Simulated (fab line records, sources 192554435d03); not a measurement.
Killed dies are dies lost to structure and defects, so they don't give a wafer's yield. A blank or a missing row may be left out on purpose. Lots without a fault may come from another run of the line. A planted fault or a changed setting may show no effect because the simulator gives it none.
Chamber matching | flow n5_finfet | N5_BEOL_M9_CURE_72 on uv_cure-02: 3 sister chambers
The step cures SiCOH lowk, time 120 s. 3 wafers are shown with their chamber, then 12 later ones without.

WAFERS WITH THEIR CHAMBER
wafer  | chamber | wafer_temp_C_max
L077.6 | 0       | 370.9
L091.4 | 1       | 372.4
L093.5 | 2       | 371.6

WAFERS WITHOUT THEIR CHAMBER
wafer  | wafer_temp_C_max
L092.2 | 372.2
L092.3 | 371.7
L092.4 | 371.8
L096.1 | 371.5
L096.4 | 372.7
L096.5 | 372.0
L096.2 | 371.4
L096.3 | 371.6
L096.6 | 371.6
L097.1 | 371.3
L097.3 | 371.2
L097.4 | 371.7

WHICH CHAMBER EACH WENT THROUGH
wafer  | from the rows above     | in truth
L092.2 | can't be placed: 1 or 2 | 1
L092.3 | 2                       | 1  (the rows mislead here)
L092.4 | can't be placed: 2 or 1 | 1
L096.1 | 2                       | 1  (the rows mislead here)
L096.4 | 1                       | 1
L096.5 | can't be placed: 1 or 2 | 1
L096.2 | can't be placed: 2 or 0 | 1
L096.3 | 2                       | 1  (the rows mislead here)
L096.6 | 2                       | 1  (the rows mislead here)
L097.1 | can't be placed: 2 or 0 | 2
L097.3 | can't be placed: 0 or 2 | 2
L097.4 | 2                       | 2
Placed correctly: 2 of 12. Can't be placed from these rows: 6 (the true chamber is among the candidates in 5). Placed wrongly: 4.
How it was worked out, from the rows above alone: a wafer's distance from a chamber is the root of the sum, over the readings, of the square of ((its reading less the chamber's mean) divided by the reading's scatter). The wafer belongs to the nearest chamber; if the next one is less than 2 further off, it can't be placed. A chamber's mean is the mean of its shown wafers. The scatter: with one shown wafer a chamber, the root of the mean of the squares of how far each hidden wafer lies from its nearest shown one.
